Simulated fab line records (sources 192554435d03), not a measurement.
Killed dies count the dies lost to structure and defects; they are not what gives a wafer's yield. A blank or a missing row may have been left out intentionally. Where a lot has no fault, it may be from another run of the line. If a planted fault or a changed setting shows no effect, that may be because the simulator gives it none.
Matching of chambers ; flow n5 finfet ; N5_BEOL_M7_ETCH_72 on rie diel-06: 4 sister chambers
The step etches underlayer in N2/H2, target depth 6.5 nm, time 5.2 s. 42 wafers are shown with their chamber, then 12 later ones without.

== WAFERS PAIRED WITH THEIR CHAMBERS ==
wafer;chamber;showerhead plenum p Torr (Torr);drypump motor current A (A);throttle valve pct (%)
L075.1;0;2.64;5.90;17.96
L075.2;1;2.42;6.29;17.73
L075.3;2;2.47;6.02;18.22
L075.4;3;2.69;5.41;17.83
L075.5;3;2.69;5.42;17.85
L075.6;2;2.47;6.01;18.20
L077.1;1;2.42;6.28;17.71
L077.2;2;2.46;6.04;18.22
L077.5;0;2.63;5.88;17.97
L078.2;1;2.42;6.25;17.75
L078.3;2;2.46;6.03;18.26
L078.6;3;2.69;5.41;17.89
L076.1;0;2.63;5.92;17.98
L076.2;3;2.69;5.42;17.86
L076.3;2;2.46;6.06;18.25
L076.4;1;2.42;6.27;17.74
L076.5;1;2.42;6.24;17.70
L076.6;2;2.46;6.05;18.22
L083.1;0;2.63;5.92;17.98
L083.2;3;2.69;5.39;17.89
L083.3;2;2.46;6.02;18.22
L083.4;1;2.42;6.27;17.76
L083.5;3;2.69;5.40;17.87
L083.6;0;2.63;5.92;17.96
L081.1;0;2.63;5.92;17.98
L081.2;1;2.41;6.30;17.73
L081.4;3;2.68;5.42;17.86
L084.1;1;2.41;6.25;17.75
L084.2;0;2.63;5.93;17.98
L084.3;3;2.68;5.40;17.89
L084.4;2;2.46;6.00;18.25
L084.5;2;2.46;5.99;18.24
L084.6;3;2.68;5.40;17.89
L086.1;1;2.41;6.30;17.71
L086.2;0;2.62;5.87;18.01
L086.4;3;2.68;5.42;17.90
L087.4;3;2.68;5.43;17.90
L087.5;1;2.41;6.24;17.73
L087.6;2;2.46;6.01;18.24
L089.1;1;2.41;6.29;17.73
L089.3;3;2.68;5.42;17.89
L089.5;1;2.41;6.29;17.79

SIGNATURES (averages over the wafers above)
reading;chamber 0;chamber 1;chamber 2;chamber 3;scatter within a chamber
showerhead plenum p Torr;2.6300;2.4150;2.4620;2.6850;0.00503
drypump motor current A;5.9075;6.2725;6.0230;5.4117;0.0198
throttle valve pct;17.9775;17.7358;18.2320;17.8767;0.0212
Rule: for each reading, subtract the chamber's mean from the wafer's reading, divide by that reading's scatter and square the result; add these up over the readings and take the root, which gives the wafer's distance from the chamber. The wafer belongs to the nearest chamber; if the next one is less than 2 further off, it can't be placed. The scatter is the square root of a quotient: the sum, over the shown wafers, of each reading's squared deviation from its chamber's mean, divided by wafers minus chambers.

== WAFERS WHOSE CHAMBER IS MISSING ==
wafer;showerhead plenum p Torr (Torr);drypump motor current A (A);throttle valve pct (%)
L094.1;2.67;5.41;17.89
L094.2;2.45;5.99;18.28
L094.3;2.62;5.92;18.01
L094.4;2.62;5.89;18.00
L094.5;2.67;5.41;17.92
L094.6;2.45;6.02;18.31
L096.3;2.45;6.00;18.28
L096.5;2.61;5.89;18.04
L096.6;2.73;6.22;17.29
L097.1;2.67;5.40;17.94
L097.3;2.61;5.93;18.03
L097.5;2.67;5.43;17.92

== THE CHAMBER EACH PASSED THROUGH ==
wafer;from the rows above;in truth
L094.1;3;3
L094.2;2;2
L094.3;0;0
L094.4;0;0
L094.5;3;3
L094.6;2;2
L096.3;2;2
L096.5;0;0
L096.6;0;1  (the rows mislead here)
L097.1;3;3
L097.3;0;0
L097.5;3;3
Placed correctly: 11 of 12. From these rows, 0 cannot be placed. Wrongly placed: 1.
